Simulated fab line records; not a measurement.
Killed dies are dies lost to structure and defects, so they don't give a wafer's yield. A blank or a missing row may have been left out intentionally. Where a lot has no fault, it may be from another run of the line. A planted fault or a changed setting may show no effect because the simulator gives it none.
8D (eight disciplines) problem report, filled in by code / flow n5-finfet / the parts of the form that need people (team, actions taken, sign-off) are left out

## 1. THE ISSUE
killed_at_M4_up at N5_PASSIVATION_PROBE_49 reads a mean of 144 on 1 wafer of 1 lot; wafers without a fault read 13 with a standard deviation of 5. That is +26 standard deviations from the usual mean.
Earliest sighting: wafer L562.6 on prober-02 at day 17 07:01. The record holds 3 wafers of 1 lot with a number at this step. By rule, "out" or "out of limits" means more than 4 standard deviations away from the usual mean. The other wafers with a number count as sound.

## 2. WHAT IT IS AND WHAT IT IS NOT
question=which readings at this step; is=killed_at_M4_up, defect-limited-yield, killed-dies, sort_bin_5_function, sort-n-pass, sort-yield-pct; is not=killed_at_M0_to_M3, killed-at-contacts, killed-at-front-end, killed-at-other, killed-open, killed-short, sort_bin_4_leakage
question=which lots; is=L562; is not=-
question=which wafers of those lots; is=L562.6; is not=L562.1, L562.5
question=read on which tools; is=prober-02; is not=-
question=when; is=from day 17 07:01; is not=up to then (2 sound wafers)

## 3. WHAT RULES OUT EACH SUSPECT
Counting: a tool at a process step up to the reading stays a suspect if it ran every lot that is out. Sound lots after the first of them don't rule it out here, since some wafers of a struck lot are sound.
- pvd-sputter-03 at N5_BEOL_M5_SPUTTER_90 (material Cu, target thk 4.5 nm, time 8.29 s): kept. It ran the lot that is out, L562 (day 12 22:46).
- pecvd-04 at N5_PASSIVATION_PECVD_55 (deposits SiO2 from SiH4/N2O, target thk 400 nm, time 22.5 s): kept. It ran the lot that is out, L562 (day 16 22:16).
- rie-metal-02 at N5_PASSIVATION_AL_ETCH_33 (etches Al in Cl2/BCl3, stops on TaN, target depth 2800 nm, time 466.7 s): kept. It ran the lot that is out, L562 (day 17 01:56).
- rie-diel-05 at N5_PASSIVATION_STRIP_34 (strips in O2): kept. It ran the lot that is out, L562 (day 17 02:27).
- prober-02 at N5_PASSIVATION_PROBE_49: kept. It ran the lot that is out, L562 (day 17 06:46). On those wafers its own readings are out: defect-limited-yield, killed_at_M4_up, killed-dies, sort_bin_5_function, sort-n-pass, sort-yield-pct.
- Within pecvd-04 at N5_PASSIVATION_PECVD_55: the wafers that are out ran in chamber 2; their sound lot-mates ran in chambers 0, 1.
- Within rie-metal-02 at N5_PASSIVATION_AL_ETCH_33: the wafers that are out ran in chamber 0; their sound lot-mates ran in chamber 1.
- Within rie-diel-05 at N5_PASSIVATION_STRIP_34: the wafers that are out ran in chamber 3; their sound lot-mates ran in chambers 1, 2.
Left after counting: pvd-sputter-03 at N5_BEOL_M5_SPUTTER_90, pecvd-04 at N5_PASSIVATION_PECVD_55, rie-metal-02 at N5_PASSIVATION_AL_ETCH_33, rie-diel-05 at N5_PASSIVATION_STRIP_34, prober-02 at N5_PASSIVATION_PROBE_49.

## 4. THE CAUSE (what the simulator had put in)
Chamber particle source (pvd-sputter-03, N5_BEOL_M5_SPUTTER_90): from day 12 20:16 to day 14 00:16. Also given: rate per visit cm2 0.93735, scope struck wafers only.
This tool is one of the 5 suspects left after counting.

## 5. THE CHAIN OF EFFECTS, in route order
One row per reading whose mean, taken over the struck wafers that have a number, lies over 3 standard deviations from the usual. Only readings whose record carries a usual standard deviation are examined. hours: median over the lots of the time between each lot's start at the first step of this table that gives one and its start at this step. sigmas: the change, counted in usual standard deviations.
hours=0; step=N5_PASSIVATION_PROBE_49; reading=defect-limited-yield; usual=91.0 %; on struck wafers=80.2; change=-10.8; sigmas=-7.2
hours=0; step=N5_PASSIVATION_PROBE_49; reading=killed_at_M4_up; usual=13; on struck wafers=144; change=+131; sigmas=+26
hours=0; step=N5_PASSIVATION_PROBE_49; reading=killed-dies; usual=106; on struck wafers=234; change=+128; sigmas=+7.5
hours=0; step=N5_PASSIVATION_PROBE_49; reading=sort_bin_5_function; usual=5.3 %; on struck wafers=12.4; change=+7.1; sigmas=+7.1
hours=0; step=N5_PASSIVATION_PROBE_49; reading=sort_bin_6_memory; usual=3.3 %; on struck wafers=5.5; change=+2.2; sigmas=+3.2
hours=0; step=N5_PASSIVATION_PROBE_49; reading=sort-n-pass; usual=1074; on struck wafers=946; change=-128; sigmas=-7.5
hours=0; step=N5_PASSIVATION_PROBE_49; reading=sort-yield-pct; usual=91.0 %; on struck wafers=80.2; change=-10.8; sigmas=-7.2
The process steps in it:
- N5_PASSIVATION_PROBE_49

## 6. HOW IT WOULD HAVE BEEN CAUGHT EARLIER
The fault began at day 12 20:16; the first out-of-limits reading in this record came at day 17 07:01, 107 hours later.
Of the tool readings at N5_BEOL_M5_SPUTTER_90 for which the record gives a usual standard deviation, none was out on any struck wafer, so an alarm limit of 4 standard deviations on them would not have fired.
Each of the lots that are out, 1 in all, had begun N5_BEOL_M5_SPUTTER_90 on pvd-sputter-03 no later than day 17 07:01. Holding the tool at that point would not have protected any of them.
